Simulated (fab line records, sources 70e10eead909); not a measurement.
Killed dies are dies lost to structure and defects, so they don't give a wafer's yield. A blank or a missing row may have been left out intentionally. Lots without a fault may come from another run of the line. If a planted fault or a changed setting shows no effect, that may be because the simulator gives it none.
Matching of chambers / flow nandHarc / NHARC_A_STAIRCASE_TRIM_187 on rieDiel-11 has 4 sister chambers
The step chemistry O2, time 211.2 s. 4 wafers are shown with their chamber, then 10 later ones without.

WAFERS, EACH WITH ITS CHAMBER
wafer=L087.6; chamber=2; showerheadPlenumPTorr (Torr)=3.29
wafer=L087.5; chamber=3; showerheadPlenumPTorr (Torr)=3.61
wafer=L090.1; chamber=0; showerheadPlenumPTorr (Torr)=3.56
wafer=L090.3; chamber=1; showerheadPlenumPTorr (Torr)=3.67

WAFERS WITH NO CHAMBER GIVEN
wafer=L090.6; showerheadPlenumPTorr (Torr)=3.56
wafer=L091.3; showerheadPlenumPTorr (Torr)=3.60
wafer=L091.4; showerheadPlenumPTorr (Torr)=3.56
wafer=L091.5; showerheadPlenumPTorr (Torr)=3.56
wafer=L092.2; showerheadPlenumPTorr (Torr)=3.56
wafer=L092.3; showerheadPlenumPTorr (Torr)=3.60
wafer=L092.5; showerheadPlenumPTorr (Torr)=3.28
wafer=L097.1; showerheadPlenumPTorr (Torr)=3.66
wafer=L097.2; showerheadPlenumPTorr (Torr)=3.55
wafer=L097.6; showerheadPlenumPTorr (Torr)=3.55

THE CHAMBER EACH PASSED THROUGH
wafer=L090.6; from the rows above=0; in truth=0
wafer=L091.3; from the rows above=3; in truth=3
wafer=L091.4; from the rows above=0; in truth=0
wafer=L091.5; from the rows above=0; in truth=0
wafer=L092.2; from the rows above=0; in truth=0
wafer=L092.3; from the rows above=3; in truth=3
wafer=L092.5; from the rows above=2; in truth=2
wafer=L097.1; from the rows above=1; in truth=1
wafer=L097.2; from the rows above=0; in truth=0
wafer=L097.6; from the rows above=0; in truth=0
Placed correctly: 10 of 10. Left unplaced by these rows: 0. Wrongly placed: 0.
How it was worked out, from the rows above alone: a wafer's distance from a chamber is the root of the sum, over the readings, of the square of ((its reading less the chamber's mean) divided by the reading's scatter). If the next closest chamber is less than 2 further off than the closest, the wafer can't be placed; otherwise it belongs to the closest. A chamber's mean is the mean of its shown wafers. The scatter: with one shown wafer a chamber, the root of the mean of the squares of how far each hidden wafer lies from its nearest shown one.
